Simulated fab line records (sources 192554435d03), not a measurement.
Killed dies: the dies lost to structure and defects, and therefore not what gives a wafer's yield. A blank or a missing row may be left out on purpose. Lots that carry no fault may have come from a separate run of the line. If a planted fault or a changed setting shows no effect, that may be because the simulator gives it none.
Chamber matching + flow n5Finfet + pecvd-03 running N5_BEOL_M4_DEP_57: 3 sister chambers
The step deposits SiCN from 3MS/NH3, target thk 8 nm, time 14 s. 6 wafers are shown with their chamber, then 10 later ones without.

WAFERS, EACH WITH ITS CHAMBER
| wafer  | chamber | throttleValvePct (%) | showerheadPlenumPTorr (Torr) |
|--------|---------|----------------------|------------------------------|
| L083.5 | 1       | 9.3                  | 3.639                        |
| L084.2 | 0       | 9.6                  | 3.684                        |
| L086.2 | 1       | 9.2                  | 3.655                        |
| L086.6 | 2       | 9.1                  | 3.671                        |
| L091.2 | 2       | 9.2                  | 3.673                        |
| L091.5 | 0       | 9.9                  | 3.675                        |

WAFERS WITH NO CHAMBER GIVEN
| wafer  | throttleValvePct (%) | showerheadPlenumPTorr (Torr) |
|--------|----------------------|------------------------------|
| L091.6 | 8.8                  | 3.663                        |
| L095.2 | 9.2                  | 3.660                        |
| L095.5 | 9.2                  | 3.637                        |
| L095.6 | 9.9                  | 3.679                        |
| L094.3 | 9.4                  | 3.653                        |
| L094.4 | 9.1                  | 3.673                        |
| L094.6 | 9.3                  | 3.643                        |
| L097.2 | 10.0                 | 3.685                        |
| L097.4 | 10.0                 | 3.679                        |
| L097.6 | 9.0                  | 3.670                        |

CHAMBER TAKEN BY EACH
| wafer  | from the rows above     | in truth |
|--------|-------------------------|----------|
| L091.6 | can't be placed: 2 or 1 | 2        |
| L095.2 | can't be placed: 2 or 1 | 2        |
| L095.5 | 1                       | 1        |
| L095.6 | 0                       | 0        |
| L094.3 | can't be placed: 1 or 2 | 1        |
| L094.4 | 2                       | 2        |
| L094.6 | 1                       | 1        |
| L097.2 | 0                       | 0        |
| L097.4 | 0                       | 0        |
| L097.6 | 2                       | 2        |
Placed correctly: 7 of 10. These rows do not allow placing 3 (true chamber among the candidates in 3). Number placed wrongly: 0.
How it was worked out, from the rows above alone: a wafer's distance from a chamber is the root of the sum, over the readings, of the square of ((its reading less the chamber's mean) divided by the reading's scatter). The wafer belongs to the nearest chamber; if the next one is less than 2 further off, it can't be placed. The mean given for a chamber averages the wafers shown for that chamber. The scatter is the square root of a quotient: the sum, over the shown wafers, of each reading's squared deviation from its chamber's mean, divided by wafers minus chambers.
